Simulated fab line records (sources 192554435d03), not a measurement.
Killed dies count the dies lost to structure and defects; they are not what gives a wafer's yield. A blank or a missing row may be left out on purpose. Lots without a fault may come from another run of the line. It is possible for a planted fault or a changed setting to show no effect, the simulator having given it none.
Struck lot and sound lot, side by side / flow n5Finfet / 34 out of 1938 route steps
Sound: these wafers, L504.1, L504.3, L504.4. The struck wafers were L506.2, L506.3, L506.5. Last of all comes the cause.
Each step with rows lists, per side, the tool, then ch with its chambers, then its first start. Under that, the readings that differ: sound wafers / struck wafers / difference of the means / sigmas: that difference in standard deviations of wafers without a fault.
alike: a reading whose means differ by less than 2 such deviations, as well as words and numbers matching on both sides. not compared: withheld readings; readings where some wafer has no value; bounds like >300 that might hide an equal value; numbers whose values overlap and for which the record gives no deviation.
A row with sigmas, a row that says differs or no value, or rows on one side alone: a step with any of these is where the two part. Numbers that don't overlap but have no deviation are shown without sigmas and don't part them. A reading that every wafer of one side lacks parts them only if that side has two wafers or more.

first, 11 steps without rows for these wafers: N5_BEOL_M13_TRENCH_ETCH_34 (etches SiOC in C4F8/O2/Ar, target depth 413.47 nm, time 162.6 s); N5_BEOL_M13_STRIP_70 (strips in C4F8/O2/Ar); N5_BEOL_M13_STRIP_37 (strips in N2/H2); N5_BEOL_M13_ETCH_38 (etches SiCN in CF4/N2, target depth 67.5 nm, time 71.9 s); N5_BEOL_M13_PRECLEAN_39 (cleans in residue remover, time 60 s); N5_BEOL_M13_SRD_40 (time 30 s, dry time 30 s); N5_BEOL_M13_DEGAS_41 (time 60 s); N5_BEOL_M13_PRE_CLEAN_42 (time 30 s); N5_BEOL_M13_SPUTTER_43 (material TaN, target thk 15 nm, time 24.19 s); N5_BEOL_M13_SPUTTER_44 (material Ta, target thk 10 nm, time 16.13 s); N5_BEOL_M13_SPUTTER_45 (material Cu, target thk 80 nm, time 13.33 s).
N5_BEOL_M13_ECD_47: material Cu, target thk 936 nm.
  sound on ecdCu-02 ch 0,1, day 14 09:46; struck on ecdCu-02 ch 0,1, day 15 12:23
then, 21 steps without rows for these wafers: N5_BEOL_M13_ANNEAL_48 (time 90 s); N5_BEOL_M13_CMP_49 (polishes, stops on SiOC, t overpolish 17.1 s, target thk 420 nm); N5_BEOL_M13_PRE_CLEAN_52 (time 15 s); N5_BEOL_M13_DEP_53 (deposits SiCN from 3MS/NH3, target thk 50 nm, time 17.8 s); N5_BEOL_M14_ILD_DEP_00 (deposits SiO2 from TEOS/O2, target thk 1119.3 nm, time 237.4 s); N5_BEOL_M14_COAT_58 (time 60 s, resist thk 89 nm); N5_BEOL_M14_COAT_04 (resist thk 800 nm); N5_BEOL_M14_EBR_06; N5_BEOL_M14_SOFTBAKE_05 (time 60 s); N5_BEOL_M14_EXPOSE_07 (exposes mask V13); N5_BEOL_M14_PEB_08 (peb time 90 s); N5_BEOL_M14_DEVELOP_09 (develop time 45 s); N5_BEOL_M14_HARDBAKE_14 (time 120 s); N5_BEOL_M14_DESCUM_15 (chemistry O2, time 7.9 s); N5_BEOL_M14_ETCH_59 (etches BARC in N2/H2, target depth 89 nm, overetch 26.7 nm, time 67.9 s); N5_BEOL_M14_VIA_ETCH_16 (etches SiO2 in C4F8/O2/Ar, target depth 1231.3 nm); N5_BEOL_M14_STRIP_63 (strips in O2); N5_BEOL_M14_STRIP_64 (strips in O2); N5_BEOL_M14_STRIP_71 (strips in post etch residue remover, time 60 s); N5_BEOL_M14_SRD_72 (time 30 s, dry time 30 s); N5_BEOL_M14_COAT_65 (time 60 s, resist thk 450 nm).
N5_PASSIVATION_PROBE_49:
  sound on prober-02, day 15 13:15; struck on prober-01, day 16 14:19
reading=defectLimitedYield (%); sound=95.2 92.3 92.2; struck=61.4 62.6 60.7; difference=-31.7; sigmas=-23
reading=killed_at_M4_up; sound=17 15 14; struck=355 360 378; difference=+349; sigmas=+79
reading=killedDies; sound=57 91 92; struck=455 441 464; difference=+373; sigmas=+22
reading=killedOnRim; sound=5 13 11; struck=56 46 72; difference=+48; sigmas=+12
reading=sort_bin_5_function (%); sound=3.0 4.7 4.2; struck=21.6 23.1 24.2; difference=+19.0; sigmas=+20
reading=sort_bin_6_memory (%); sound=1.8 3.1 3.3; struck=14.3 12.0 12.5; difference=+10.2; sigmas=+15
reading=sortNPass; sound=1123 1089 1088; struck=725 739 716; difference=-373; sigmas=-22
reading=sortYieldPct (%); sound=95.2 92.3 92.2; struck=61.4 62.6 60.7; difference=-31.7; sigmas=-21
  alike: killed_at_M0_to_M3, killedAtContacts, killedAtFrontEnd, killedAtOther, killedOpen, killedShort, sort_bin_4_leakage, sort_bin_8_speed

WHERE THEY PART
Within this record, at N5_PASSIVATION_PROBE_49 only.

WHY: what had been put in by the simulator
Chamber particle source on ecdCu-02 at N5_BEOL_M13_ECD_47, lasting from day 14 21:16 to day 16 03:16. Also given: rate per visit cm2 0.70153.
